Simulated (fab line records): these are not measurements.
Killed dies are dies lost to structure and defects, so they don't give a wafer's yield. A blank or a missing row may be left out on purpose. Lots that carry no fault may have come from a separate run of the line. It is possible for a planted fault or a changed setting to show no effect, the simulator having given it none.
Matching of chambers / flow n5-finfet / N5_BEOL_M7_CURE_74 on uv-cure-02: 3 sister chambers
The step cures SiCOH lowk, time 240 s. 3 wafers are shown with their chamber, then 10 later ones without.

## WAFERS, EACH WITH ITS CHAMBER
wafer=L077.5 chamber=0 wafer_temp_C_max=386.2
wafer=L079.5 chamber=2 wafer_temp_C_max=386.8
wafer=L085.3 chamber=1 wafer_temp_C_max=386.1

## WAFERS WITHOUT THEIR CHAMBER
wafer=L085.6 wafer_temp_C_max=386.4
wafer=L088.1 wafer_temp_C_max=386.4
wafer=L088.3 wafer_temp_C_max=386.7
wafer=L088.6 wafer_temp_C_max=386.5
wafer=L095.3 wafer_temp_C_max=386.0
wafer=L095.4 wafer_temp_C_max=386.2
wafer=L095.5 wafer_temp_C_max=386.1
wafer=L097.1 wafer_temp_C_max=386.8
wafer=L097.2 wafer_temp_C_max=386.8
wafer=L097.6 wafer_temp_C_max=386.3

## WHICH CHAMBER EACH WENT THROUGH
wafer=L085.6; from the rows above=can't be placed: 0 or 1 or 2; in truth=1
wafer=L088.1; from the rows above=can't be placed: 0 or 1 or 2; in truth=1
wafer=L088.3; from the rows above=2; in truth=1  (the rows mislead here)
wafer=L088.6; from the rows above=can't be placed: 0 or 2 or 1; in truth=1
wafer=L095.3; from the rows above=can't be placed: 1 or 0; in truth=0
wafer=L095.4; from the rows above=can't be placed: 0 or 1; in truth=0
wafer=L095.5; from the rows above=can't be placed: 1 or 0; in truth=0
wafer=L097.1; from the rows above=2; in truth=2
wafer=L097.2; from the rows above=2; in truth=2
wafer=L097.6; from the rows above=can't be placed: 0 or 1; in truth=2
Placed correctly: 2 of 10. Cannot be placed on the basis of these rows: 7; the candidates contain the true chamber in 6. 1 placed wrongly.
How it was worked out, from the rows above alone: a wafer's distance from a chamber is the root of the sum, over the readings, of the square of ((its reading less the chamber's mean) divided by the reading's scatter). The wafer belongs to the nearest chamber; if the next one is less than 2 further off, it can't be placed. The mean given for a chamber averages the wafers shown for that chamber. The scatter: with one shown wafer a chamber, the root of the mean of the squares of how far each hidden wafer lies from its nearest shown one.
